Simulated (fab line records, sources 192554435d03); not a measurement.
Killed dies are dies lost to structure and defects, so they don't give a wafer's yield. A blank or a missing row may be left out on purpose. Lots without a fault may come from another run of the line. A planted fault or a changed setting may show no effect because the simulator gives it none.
Chamber matching | flow n5_finfet | N5_BEOL_M0_ALD_136 on ald_metal-01: 4 sister chambers
The step deposits TaN, pulse time 2 s, purge time 3 s, co reactant purge time 2 s. 16 wafers are shown with their chamber, then 8 later ones without.

WAFERS WITH THEIR CHAMBER
wafer  | chamber | heater_power_w (W)
L074.2 | 0       | 385
L074.4 | 2       | 446
L074.6 | 1       | 492
L079.2 | 2       | 451
L079.3 | 3       | 458
L079.4 | 3       | 463
L080.1 | 0       | 388
L080.3 | 1       | 500
L080.4 | 3       | 458
L081.3 | 0       | 395
L081.5 | 0       | 395
L081.6 | 3       | 463
L095.3 | 2       | 450
L095.5 | 1       | 505
L095.6 | 2       | 450
L096.1 | 3       | 455

SIGNATURES (means of the wafers above)
reading        | chamber 0 | chamber 1 | chamber 2 | chamber 3 | scatter within a chamber
heater_power_w | 390.75    | 499.00    | 449.25    | 459.40    | 4.35
Rule: a wafer's distance from a chamber is the root of the sum, over the readings, of the square of ((its reading less the chamber's mean) divided by the reading's scatter). The wafer belongs to the nearest chamber; if the next one is less than 2 further off, it can't be placed. The scatter: the root of (the sum of the squares of (reading less its chamber's mean) over the shown wafers, divided by (wafers less chambers)).

WAFERS WITHOUT THEIR CHAMBER
wafer  | heater_power_w (W)
L096.5 | 382
L096.6 | 455
L090.2 | 441
L090.4 | 392
L090.5 | 441
L094.1 | 384
L094.4 | 449
L094.5 | 390

WHICH CHAMBER EACH WENT THROUGH
wafer  | from the rows above     | in truth
L096.5 | 0                       | 0
L096.6 | can't be placed: 3 or 2 | 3
L090.2 | 2                       | 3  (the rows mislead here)
L090.4 | 0                       | 0
L090.5 | 2                       | 2
L094.1 | 0                       | 0
L094.4 | 2                       | 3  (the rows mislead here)
L094.5 | 0                       | 0
Placed correctly: 5 of 8. Can't be placed from these rows: 1 (the true chamber is among the candidates in 1). Placed wrongly: 2.
